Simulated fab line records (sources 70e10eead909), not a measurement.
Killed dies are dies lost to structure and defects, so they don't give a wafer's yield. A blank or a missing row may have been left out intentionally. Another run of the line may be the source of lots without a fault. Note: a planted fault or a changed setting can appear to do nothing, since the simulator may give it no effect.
Which tool was responsible? + flow nandHarc + 24 lots, 72 wafers sampled, at 5 steps of a route of 1302

== WHAT THE GAUGES READ, wafer by wafer ==
NHARC_P_GATE_CD_MEAS_91: the cd target is 2000 nm. Usual: cdNm 1999.8 nm, standard deviation 1.6.
| lot  | measured     | on       | cdNm (nm)            | flag |
|------|--------------|----------|----------------------|------|
| L074 | day 5 20:38  | cdSem-01 | 2002.9 1999.6 1999.9 |      |
| L075 | day 6 00:08  | cdSem-03 | 2001.1 2000.5 1999.6 |      |
| L076 | day 6 14:18  | cdSem-03 | 1998.3 1998.9 1999.7 |      |
| L077 | day 7 01:57  | cdSem-03 | 1999.3 2000.1 1999.7 |      |
| L078 | day 7 02:45  | cdSem-01 | 1999.9 2000.7 2000.9 |      |
| L079 | day 7 16:33  | cdSem-02 | 2001.4 2000.7 2000.8 |      |
| L080 | day 8 07:22  | cdSem-02 | 1998.4 2001.5 2000.4 |      |
| L081 | day 9 01:56  | cdSem-02 | 1999.1 1999.9 1998.8 |      |
| L082 | day 9 10:42  | cdSem-02 | 1999.9 1999.0 1997.8 |      |
| L083 | day 9 12:35  | cdSem-01 | 2002.7 2002.2 2001.6 |      |
| L084 | day 10 07:26 | cdSem-02 | 1998.0 1999.8 1997.7 |      |
| L085 | day 10 15:01 | cdSem-03 | 1998.6 1998.7 1998.9 |      |
| L086 | day 10 19:15 | cdSem-03 | 1998.8 1999.9 2000.6 |      |
| L087 | day 10 23:53 | cdSem-01 | 1999.7 2000.9 2000.0 |      |
| L089 | day 11 15:35 | cdSem-03 | 2001.3 2002.5 2001.5 |      |
| L088 | day 11 16:03 | cdSem-03 | 1997.1 1997.3 1996.6 |      |
| L090 | day 12 13:51 | cdSem-01 | 1998.6 1998.4 2000.0 |      |
| L091 | day 12 15:45 | cdSem-02 | 1999.4 2000.7 2000.0 |      |
| L092 | day 13 00:19 | cdSem-03 | 1996.3 2000.4 1999.3 |      |
| L093 | day 13 11:53 | cdSem-02 | 2003.3 2002.1 2002.4 |      |
| L094 | day 14 03:44 | cdSem-02 | 1998.1 1998.4 1998.5 |      |
| L095 | day 14 07:20 | cdSem-03 | 2001.3 2003.0 2001.8 |      |
| L096 | day 14 20:11 | cdSem-01 | 1998.8 1999.1 1997.9 |      |
| L097 | day 15 05:58 | cdSem-03 | 1995.9 1998.2 1998.4 |      |

NHARC_P_CONTACT_OVL_MEAS_13. Usual: overlayXNm 0.0 nm, standard deviation 0.89; overlayYNm -0.2 nm, standard deviation 0.83.
| lot  | measured     | on         | overlayXNm (nm) | overlayYNm (nm) | flag |
|------|--------------|------------|-----------------|-----------------|------|
| L074 | day 6 01:25  | overlay-02 | -1.3 -1.4 -1.3  | -0.6 -0.3 -0.3  |      |
| L075 | day 6 04:54  | overlay-02 | 0.3 0.8 0.0     | 1.3 1.4 1.0     |      |
| L076 | day 6 19:05  | overlay-02 | 0.6 0.0 0.1     | 0.2 0.5 -0.3    |      |
| L077 | day 7 06:43  | overlay-01 | 1.4 1.3 0.7     | -0.3 -0.4 -0.5  |      |
| L078 | day 7 07:31  | overlay-02 | -2.2 -1.4 -1.7  | -0.1 -0.1 -0.7  |      |
| L079 | day 7 21:19  | overlay-02 | 0.7 0.5 0.4     | 1.2 0.7 0.7     |      |
| L080 | day 8 12:02  | overlay-02 | -1.3 -1.4 -1.5  | -0.7 -0.4 -0.7  |      |
| L081 | day 9 06:43  | overlay-02 | 0.5 0.7 0.7     | -0.6 -1.1 -1.5  |      |
| L082 | day 9 15:20  | overlay-02 | 0.0 0.4 -0.3    | -1.0 -1.1 -1.4  |      |
| L083 | day 9 17:17  | overlay-01 | 1.0 0.4 1.2     | -1.2 -1.0 -1.2  |      |
| L084 | day 10 12:17 | overlay-01 | -0.5 0.4 -0.1   | -1.2 -0.4 -0.8  |      |
| L085 | day 10 19:53 | overlay-01 | 1.2 1.1 2.0     | -0.3 -0.1 -0.6  |      |
| L086 | day 11 00:02 | overlay-02 | 1.4 0.6 0.6     | 0.6 0.5 0.0     |      |
| L087 | day 11 04:41 | overlay-02 | -0.1 -0.5 -0.7  | -0.1 -0.3 -0.1  |      |
| L089 | day 11 20:26 | overlay-01 | 1.5 1.0 1.0     | 0.5 0.4 1.1     |      |
| L088 | day 11 21:11 | overlay-02 | 0.3 -0.5 -0.1   | 0.0 -0.7 -0.9   |      |
| L090 | day 12 18:41 | overlay-01 | -1.4 -1.3 -0.5  | 0.4 0.2 0.0     |      |
| L091 | day 12 20:34 | overlay-02 | -0.3 -1.0 -0.6  | -1.2 -1.1 -0.9  |      |
| L092 | day 13 05:05 | overlay-01 | 0.3 0.8 0.8     | -0.4 -1.0 -0.2  |      |
| L093 | day 13 16:41 | overlay-01 | 0.6 -0.5 0.3    | 1.7 1.4 1.8     |      |
| L094 | day 14 08:43 | overlay-01 | -0.3 -0.7 -0.9  | -0.9 -0.6 -1.2  |      |
| L095 | day 14 12:12 | overlay-02 | 0.3 0.8 0.9     | -0.6 -0.3 -0.9  |      |
| L096 | day 15 00:50 | overlay-01 | 0.2 -0.3 -0.1   | -0.9 -0.5 -1.9  |      |
| L097 | day 15 10:50 | overlay-01 | -1.5 -1.1 -1.3  | -0.3 0.3 0.1    |      |

== EACH LOT AND THE TOOL THAT RAN IT (in order: tool; ch and the chambers of the sampled wafers; start) ==
| lot  | NHARC_P_GATE_ETCH_104             | NHARC_P_GATE_DEGAS_109      | NHARC_P_CONTACT_CMP_01        |
|------|-----------------------------------|-----------------------------|-------------------------------|
| L074 | rieDiel-09 ch 0,2, day 5 05:59    | pvdSputter-03, day 5 22:46  | cmp-04 ch 0,3, day 6 00:29    |
| L075 | rieDiel-09 ch 0,3, day 5 09:08    | pvdSputter-02, day 6 02:15  | cmp-04 ch 0,3, day 6 03:59    |
| L076 | rieDiel-01 ch 0,2,3, day 5 23:25  | pvdSputter-02, day 6 16:26  | cmp-01 ch 1,2,3, day 6 18:10  |
| L077 | rieDiel-01 ch 0,1,3, day 6 11:05  | pvdSputter-02, day 7 04:09  | cmp-04 ch 0,1,3, day 7 05:56  |
| L078 | rieDiel-09 ch 1,2,3, day 6 11:44  | pvdSputter-02, day 7 04:59  | cmp-03 ch 1,2,3, day 7 06:44  |
| L079 | rieDiel-12 ch 0,1,3, day 7 01:38  | pvdSputter-03, day 7 18:41  | cmp-04 ch 0,1,3, day 7 20:25  |
| L080 | rieDiel-01 ch 0,1,3, day 7 16:21  | pvdSputter-02, day 8 09:30  | cmp-03 ch 0,3, day 8 11:14    |
| L081 | rieDiel-01 ch 1,2, day 8 10:53    | pvdSputter-02, day 9 04:12  | cmp-04 ch 0,1,2, day 9 05:59  |
| L082 | rieDiel-09 ch 0,2, day 8 17:34    | pvdSputter-02, day 9 12:49  | cmp-03 ch 0,3, day 9 14:33    |
| L083 | rieDiel-01 ch 0,1,3, day 8 21:14  | pvdSputter-01, day 9 14:45  | cmp-01 ch 0,1,3, day 9 16:31  |
| L084 | rieDiel-12 ch 0,1,2, day 9 14:15  | pvdSputter-01, day 10 09:38 | cmp-03 ch 0,1,2, day 10 11:25 |
| L085 | rieDiel-12 ch 0,3, day 9 20:37    | pvdSputter-02, day 10 17:14 | cmp-03 ch 0,1, day 10 18:58   |
| L086 | rieDiel-09 ch 0,2, day 10 03:43   | pvdSputter-02, day 10 21:22 | cmp-01 ch 2,3, day 10 23:07   |
| L087 | rieDiel-09 ch 2,3, day 10 06:45   | pvdSputter-03, day 11 02:00 | cmp-04 ch 0,1,3, day 11 03:47 |
| L089 | rieDiel-01 ch 1,2, day 11 00:32   | pvdSputter-01, day 11 17:44 | cmp-04 ch 0,3, day 11 19:31   |
| L088 | rieDiel-09 ch 0,2,3, day 11 00:42 | pvdSputter-03, day 11 18:31 | cmp-04 ch 0,2, day 11 20:16   |
| L090 | rieDiel-12 ch 0,3, day 11 22:58   | pvdSputter-02, day 12 15:57 | cmp-01 ch 0,3, day 12 17:47   |
| L091 | rieDiel-12 ch 0,1,2, day 12 00:41 | pvdSputter-03, day 12 17:54 | cmp-04 ch 0,1,2, day 12 19:43 |
| L092 | rieDiel-09 ch 2,3, day 12 09:18   | pvdSputter-01, day 13 02:26 | cmp-01 ch 0,1,2, day 13 04:11 |
| L093 | rieDiel-01 ch 0,1,3, day 12 20:43 | pvdSputter-03, day 13 14:02 | cmp-03 ch 1,2,3, day 13 15:47 |
| L094 | rieDiel-09 ch 0,2, day 13 12:46   | pvdSputter-01, day 14 05:53 | cmp-03 ch 1,2,3, day 14 07:49 |
| L095 | rieDiel-09 ch 1,2,3, day 13 16:04 | pvdSputter-02, day 14 09:32 | cmp-04 ch 0,1,2, day 14 11:20 |
| L096 | rieDiel-12 ch 0,2,3, day 14 02:43 | pvdSputter-03, day 14 22:19 | cmp-04 ch 0,1,2, day 15 00:03 |
| L097 | rieDiel-01 ch 0,1, day 14 14:42   | pvdSputter-03, day 15 08:11 | cmp-03 ch 0,1, day 15 09:55   |
- NHARC_P_GATE_ETCH_104: etches the open film in CF4/CHF3, target depth 60 nm.
- NHARC_P_GATE_DEGAS_109: time 60 s.
- NHARC_P_CONTACT_CMP_01: polishes SiO2, target thk 200 nm.

== WHAT THE TOOLS THEMSELVES READ (means of the sampled wafers that have a number; where no wafer has one, the mark that the record gives instead) ==
NHARC_P_GATE_ETCH_104. Usual: value, then standard deviation, for each; chamberPressureMTorr 25.002 mTorr / 0.022; drypumpMotorCurrentA 5.8 A / 0.53; oesProductAu 0.957 a.u. / 0.023; rfFwdPowerW 492.2 W / 2.9; rfVppV 371.5 V / 2.3; showerheadPlenumPTorr 1.60 Torr / 0.065; throttleValvePct 16.803 % / 0.01.
| lot  | tool       | chamberPressureMTorr (mTorr) | drypumpMotorCurrentA (A) | oesProductAu (a.u.) | rfFwdPowerW (W) | rfVppV (V) | showerheadPlenumPTorr (Torr) | throttleValvePct (%) | flag |
|------|------------|------------------------------|--------------------------|---------------------|-----------------|------------|------------------------------|----------------------|------|
| L074 | rieDiel-09 | 25.010                       | 6.0                      | 0.918               | 490.7           | 371.5      | 1.62                         | 16.793               |      |
| L075 | rieDiel-09 | 25.015                       | 6.0                      | 0.969               | 493.2           | 373.0      | 1.67                         | 16.809               |      |
| L076 | rieDiel-01 | 24.998                       | 5.6                      | 0.968               | 491.4           | 371.2      | 1.60                         | 16.812               |      |
| L077 | rieDiel-01 | 25.012                       | 5.6                      | 0.965               | 492.1           | 373.6      | 1.64                         | 16.803               |      |
| L078 | rieDiel-09 | 24.986                       | 6.3                      | 0.927               | 490.5           | 371.2      | 1.59                         | 16.795               |      |
| L079 | rieDiel-12 | 25.004                       | 5.6                      | 0.970               | 492.8           | 369.4      | 1.54                         | 16.806               |      |
| L080 | rieDiel-01 | 25.026                       | 5.6                      | 0.925               | 491.5           | 372.4      | 1.64                         | 16.808               |      |
| L081 | rieDiel-01 | 24.989                       | 5.4                      | 0.960               | 491.5           | 372.2      | 1.64                         | 16.809               |      |
| L082 | rieDiel-09 | 24.994                       | 5.9                      | 0.964               | 493.8           | 374.4      | 1.65                         | 16.806               |      |
| L083 | rieDiel-01 | 25.002                       | 5.6                      | 0.960               | 491.2           | 372.8      | 1.64                         | 16.809               |      |
| L084 | rieDiel-12 | 25.005                       | 5.4                      | 0.966               | 493.5           | 369.9      | 1.55                         | 16.802               |      |
| L085 | rieDiel-12 | 24.987                       | 5.5                      | 0.978               | 492.6           | 368.1      | 1.50                         | 16.799               |      |
| L086 | rieDiel-09 | 24.994                       | 5.9                      | 0.970               | 493.2           | 374.3      | 1.65                         | 16.801               |      |
| L087 | rieDiel-09 | 25.029                       | 6.1                      | 0.974               | 488.0           | 371.6      | 1.61                         | 16.806               |      |
| L089 | rieDiel-01 | 25.007                       | 5.4                      | 0.925               | 491.2           | 372.5      | 1.64                         | 16.792               |      |
| L088 | rieDiel-09 | 25.007                       | 6.0                      | 0.967               | 493.0           | 372.3      | 1.64                         | 16.799               |      |
| L090 | rieDiel-12 | 24.994                       | 5.8                      | 0.953               | 490.3           | 369.4      | 1.53                         | 16.806               |      |
| L091 | rieDiel-12 | 25.018                       | 5.4                      | 0.968               | 493.2           | 370.7      | 1.55                         | 16.804               |      |
| L092 | rieDiel-09 | 24.996                       | 6.2                      | 0.979               | 492.9           | 373.1      | 1.63                         | 16.796               |      |
| L093 | rieDiel-01 | 25.006                       | 5.6                      | 0.921               | 492.4           | 372.0      | 1.64                         | 16.799               |      |
| L094 | rieDiel-09 | 25.010                       | 6.0                      | 0.925               | 491.4           | 370.8      | 1.62                         | 16.805               |      |
| L095 | rieDiel-09 | 25.006                       | 6.3                      | 0.963               | 490.7           | 370.4      | 1.59                         | 16.812               |      |
| L096 | rieDiel-12 | 25.009                       | 5.7                      | 0.933               | 493.9           | 370.4      | 1.54                         | 16.808               |      |
| L097 | rieDiel-01 | 24.986                       | 5.2                      | 0.973               | 488.5           | 374.5      | 1.67                         | 16.796               |      |

NHARC_P_GATE_DEGAS_109. Usual: heaterPowerW 466 W, standard deviation 64.
| lot  | tool          | heaterPowerW (W) | flag |
|------|---------------|------------------|------|
| L074 | pvdSputter-03 | 430              |      |
| L075 | pvdSputter-02 | 487              |      |
| L076 | pvdSputter-02 | 443              |      |
| L077 | pvdSputter-02 | 522              |      |
| L078 | pvdSputter-02 | 447              |      |
| L079 | pvdSputter-03 | 443              |      |
| L080 | pvdSputter-02 | 490              |      |
| L081 | pvdSputter-02 | 450              |      |
| L082 | pvdSputter-02 | 524              |      |
| L083 | pvdSputter-01 | 483              |      |
| L084 | pvdSputter-01 | 501              |      |
| L085 | pvdSputter-02 | 504              |      |
| L086 | pvdSputter-02 | 433              |      |
| L087 | pvdSputter-03 | 407              |      |
| L089 | pvdSputter-01 | 488              |      |
| L088 | pvdSputter-03 | 450              |      |
| L090 | pvdSputter-02 | 547              |      |
| L091 | pvdSputter-03 | 454              |      |
| L092 | pvdSputter-01 | 497              |      |
| L093 | pvdSputter-03 | 414              |      |
| L094 | pvdSputter-01 | 473              |      |
| L095 | pvdSputter-02 | 542              |      |
| L096 | pvdSputter-03 | 473              |      |
| L097 | pvdSputter-03 | 464              |      |

NHARC_P_CONTACT_CMP_01. Usual: motorCurrentA 12.5 A, standard deviation 0.62.
| lot  | tool   | motorCurrentA (A) | flag |
|------|--------|-------------------|------|
| L074 | cmp-04 | 13.2              |      |
| L075 | cmp-04 | 12.6              |      |
| L076 | cmp-01 | 12.4              |      |
| L077 | cmp-04 | 12.6              |      |
| L078 | cmp-03 | 12.0              |      |
| L079 | cmp-04 | 12.6              |      |
| L080 | cmp-03 | 12.7              |      |
| L081 | cmp-04 | 12.1              |      |
| L082 | cmp-03 | 12.3              |      |
| L083 | cmp-01 | 12.8              |      |
| L084 | cmp-03 | 12.5              |      |
| L085 | cmp-03 | 12.6              |      |
| L086 | cmp-01 | 12.0              |      |
| L087 | cmp-04 | 13.2              |      |
| L089 | cmp-04 | 13.0              |      |
| L088 | cmp-04 | 11.9              |      |
| L090 | cmp-01 | 12.5              |      |
| L091 | cmp-04 | 12.5              |      |
| L092 | cmp-01 | 12.8              |      |
| L093 | cmp-03 | 12.1              |      |
| L094 | cmp-03 | 12.4              |      |
| L095 | cmp-04 | 12.5              |      |
| L096 | cmp-04 | 12.4              |      |
| L097 | cmp-03 | 12.4              |      |

== THE ANSWER, worked out from the rows above alone ==
Rule: a lot is off if the mean of its wafers that have a number lies more than 3 standard deviations from the usual mean. Also off: a lot with no number at a reading for which 4 or more lots have one. Any other lot the step has rows for is counted as sound. After the gauges, taken in route order, come the tools' own readings; for these a lot's mean is taken, as printed above. At the first step where some lot is off, the reading lying furthest off is the one used; lots without a number count as furthest.
No lot is off on any of the readings shown, so nothing can be concluded from this.

== WHAT HAD BEEN PUT IN BY THE SIMULATOR ==
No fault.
